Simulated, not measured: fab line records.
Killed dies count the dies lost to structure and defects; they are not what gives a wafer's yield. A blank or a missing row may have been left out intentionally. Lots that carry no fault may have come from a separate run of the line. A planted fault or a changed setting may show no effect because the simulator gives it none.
Split-lot trial + flow n5_finfet + 21 wafers read across 7 lots, on a route 1938 steps long

THE SPLIT
At N5_BEOL_M7_ETCH_61 (etches SiARC in CF4, target depth 45.5 nm, time 75.8 s), the setting source_w was moved away from the recipe's 545 W on 12 of the 21 wafers read, by -17.9% to +9.3%. For the rest of the wafers, this setting stayed at what the recipe calls for.

The reading comes from the split's own step.

THE READING
rf_vpp_V, in V, at N5_BEOL_M7_ETCH_61 (etches SiARC in CF4, target depth 45.5 nm, time 75.8 s). A value of 183.8 V with a standard deviation of 1.4 V is what fault-free wafers of this fab line usually give.

| wafer  | tool, chamber at the split | source_w as run, W | against the recipe | rf_vpp_V, V | against lot-mates on the recipe |
|--------|----------------------------|--------------------|--------------------|-------------|---------------------------------|
| L080.1 | rie_diel-03, 2             | 466.7              | -14.4%             | 194.6       | +11.9                           |
| L080.2 | rie_diel-03, 1             | 466.7              | -14.4%             | 193.0       | +10.3                           |
| L080.4 | rie_diel-03, 3             | 545                | recipe             | 182.7       | -                               |
| L084.2 | rie_diel-06, 3             | 498.2              | -8.6%              | 188.9       | no lot-mate on the recipe       |
| L084.4 | rie_diel-06, 1             | 498.2              | -8.6%              | 188.3       | no lot-mate on the recipe       |
| L084.5 | rie_diel-06, 2             | 498.2              | -8.6%              | 190.1       | no lot-mate on the recipe       |
| L085.2 | rie_diel-04, 2             | 545                | recipe             | 183.8       | -                               |
| L085.5 | rie_diel-04, 3             | 545                | recipe             | 180.7       | -                               |
| L085.6 | rie_diel-04, 1             | 545                | recipe             | 184.3       | -                               |
| L090.2 | rie_diel-03, 0             | 545                | recipe             | 183.8       | -                               |
| L090.4 | rie_diel-03, 2             | 595.8              | +9.3%              | 178.6       | -6.3                            |
| L090.5 | rie_diel-03, 3             | 545                | recipe             | 186.1       | -                               |
| L093.1 | rie_diel-04, 0             | 545                | recipe             | 182.1       | -                               |
| L093.3 | rie_diel-04, 1             | 482                | -11.6%             | 193.1       | +11.0                           |
| L093.6 | rie_diel-04, 0             | 482                | -11.6%             | 191.3       | +9.2                            |
| L094.1 | rie_diel-06, 3             | 447.2              | -17.9%             | 195.3       | +12.5                           |
| L094.4 | rie_diel-06, 1             | 545                | recipe             | 182.8       | -                               |
| L094.5 | rie_diel-06, 0             | 447.2              | -17.9%             | 198.4       | +15.6                           |
| L095.1 | rie_diel-06, 0             | 486.5              | -10.7%             | 192.2       | +10.0                           |
| L095.2 | rie_diel-06, 3             | 545                | recipe             | 182.2       | -                               |
| L095.4 | rie_diel-06, 2             | 486.5              | -10.7%             | 192.4       | +10.2                           |

FIT RESULTS
A straight line over all 21 wafers: rf_vpp_V changes by -0.729 V for each +1% of source_w; r = -0.97; the points scatter about the line by 1.4 V.
The same after taking each lot's own level away (the mean of its wafers on the recipe; 18 wafers): -0.795 V for each +1%; r = -0.98; scatter 1.2 V.
That fit puts the effect of the largest move of source_w on the reading at 14 V.
From 182.10 to 184.95 V: that is the span of the lots' own levels, equal to 2.0 times the standard deviation above.
Hence the lot-to-lot level has little effect on the slope; both slopes agree.
Check: for one of the wafers moved furthest among these (-17.9%), held out of the fit, the line's prediction against its lot-mates is +15 V. Against them it came out at +12.5 V.
Tool readings at the split's step, against how far the setting was moved: etch_rf_on_time_s r = -0.90; rf_vpp_V r = -0.97.

THE OTHER SPLITS THESE WAFERS WENT THROUGH
These wafers also went through other splits before the reading. Each is held against what the fit with the lots' levels taken away leaves over:
| other split on the same wafers             | wafers away from the commonest value | r with rf_vpp_V (lot level and that fit taken away) |
|--------------------------------------------|--------------------------------------|-----------------------------------------------------|
| N5_BEOL_M5_ALD_86 co_reactant_pulse_time_s | 5                                    | -0.17                                               |
| N5_BEOL_M6_ETCH_41 time_s                  | 10                                   | +0.01                                               |
| N5_BEOL_M6_ALD_77 ald_cycles               | 8                                    | -0.10                                               |

THE WHOLE CHAIN: every reading that the file lists as answering this split, in the file's order
| step               | what it does                                           | reading           | change (the file's fit)              | r (the file's) |
|--------------------|--------------------------------------------------------|-------------------|--------------------------------------|----------------|
| N5_BEOL_M7_ETCH_61 | etches SiARC in CF4, target depth 45.5 nm, time 75.8 s | etch_rf_on_time_s | withheld for each +1% of the setting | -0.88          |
| N5_BEOL_M7_ETCH_61 | etches SiARC in CF4, target depth 45.5 nm, time 75.8 s | rf_vpp_V          | -0.805 V for each +1% of the setting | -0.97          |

THE FILE'S OWN FIT
rf_vpp_V changes by -0.805 V for each +1% of source_w, r = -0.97.
